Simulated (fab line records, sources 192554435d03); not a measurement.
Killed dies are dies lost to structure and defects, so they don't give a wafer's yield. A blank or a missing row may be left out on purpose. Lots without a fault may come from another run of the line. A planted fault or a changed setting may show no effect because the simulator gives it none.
Chamber matching | flow n5_finfet | N5_GATE_CUT_DESCUM_18 on rie_diel-06: 4 sister chambers
The step chemistry O2, time 7 s. 4 wafers are shown with their chamber, then 7 later ones without.

WAFERS WITH THEIR CHAMBER
wafer  | chamber | throttle_valve_pct (%)
L083.2 | 0       | 20.59
L084.3 | 2       | 20.61
L084.6 | 1       | 20.38
L087.5 | 3       | 20.14

WAFERS WITHOUT THEIR CHAMBER
wafer  | throttle_valve_pct (%)
L087.6 | 20.39
L088.3 | 20.60
L088.4 | 20.60
L088.6 | 20.60
L095.1 | 20.64
L095.3 | 20.17
L095.5 | 20.36

WHICH CHAMBER EACH WENT THROUGH
wafer  | from the rows above     | in truth
L087.6 | 1                       | 1
L088.3 | can't be placed: 2 or 0 | 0
L088.4 | can't be placed: 2 or 0 | 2
L088.6 | can't be placed: 2 or 0 | 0
L095.1 | can't be placed: 2 or 0 | 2
L095.3 | 3                       | 3
L095.5 | 1                       | 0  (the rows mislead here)
Placed correctly: 2 of 7. Can't be placed from these rows: 4 (the true chamber is among the candidates in 4). Placed wrongly: 1.
How it was worked out, from the rows above alone: a wafer's distance from a chamber is the root of the sum, over the readings, of the square of ((its reading less the chamber's mean) divided by the reading's scatter). The wafer belongs to the nearest chamber; if the next one is less than 2 further off, it can't be placed. A chamber's mean is the mean of its shown wafers. The scatter: with one shown wafer a chamber, the root of the mean of the squares of how far each hidden wafer lies from its nearest shown one.
